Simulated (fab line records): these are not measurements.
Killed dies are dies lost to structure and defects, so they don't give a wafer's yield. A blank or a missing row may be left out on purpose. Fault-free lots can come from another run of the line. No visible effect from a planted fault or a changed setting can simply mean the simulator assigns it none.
Chamber matching	flow n5-finfet	rie-diel-04 running N5_BEOL_M2_ETCH_64: 4 sister chambers
The step etches SOC in N2/H2, target depth 75 nm, overetch 22.5 nm, time 121.9 s. 8 wafers are shown with their chamber, then 7 later ones without.

WAFERS WITH THEIR CHAMBER
wafer	chamber	drypump-motor-current-A (A)	throttle-valve-pct (%)
L188.3	3	5.5	17.59
L188.4	1	5.4	18.08
L188.6	0	6.1	17.63
L198.2	1	5.4	18.11
L198.4	0	6.1	17.67
L198.5	2	4.8	17.55
L199.3	3	5.5	17.63
L199.4	2	4.7	17.57

WAFERS WITH NO CHAMBER GIVEN
wafer	drypump-motor-current-A (A)	throttle-valve-pct (%)
L199.5	6.1	17.69
L200.2	6.2	17.68
L200.3	5.5	17.64
L200.5	5.5	17.64
L202.2	6.1	17.69
L202.3	5.4	18.13
L202.5	4.7	17.57

WHICH CHAMBER EACH ONE RAN IN
wafer	from the rows above	in truth
L199.5	0	0
L200.2	0	0
L200.3	3	3
L200.5	3	3
L202.2	0	0
L202.3	1	1
L202.5	2	2
Correct placement for 7 of the 7. Number that these rows cannot place: 0. Wrongly placed: 0.
How it was worked out, from the rows above alone: a wafer's distance from a chamber is the root of the sum, over the readings, of the square of ((its reading less the chamber's mean) divided by the reading's scatter). The wafer belongs to the nearest chamber; if the next one is less than 2 further off, it can't be placed. The mean given for a chamber averages the wafers shown for that chamber. The scatter: take each reading less its chamber's mean, square it, sum over the shown wafers, divide by the number of wafers less the number of chambers, and take the root.
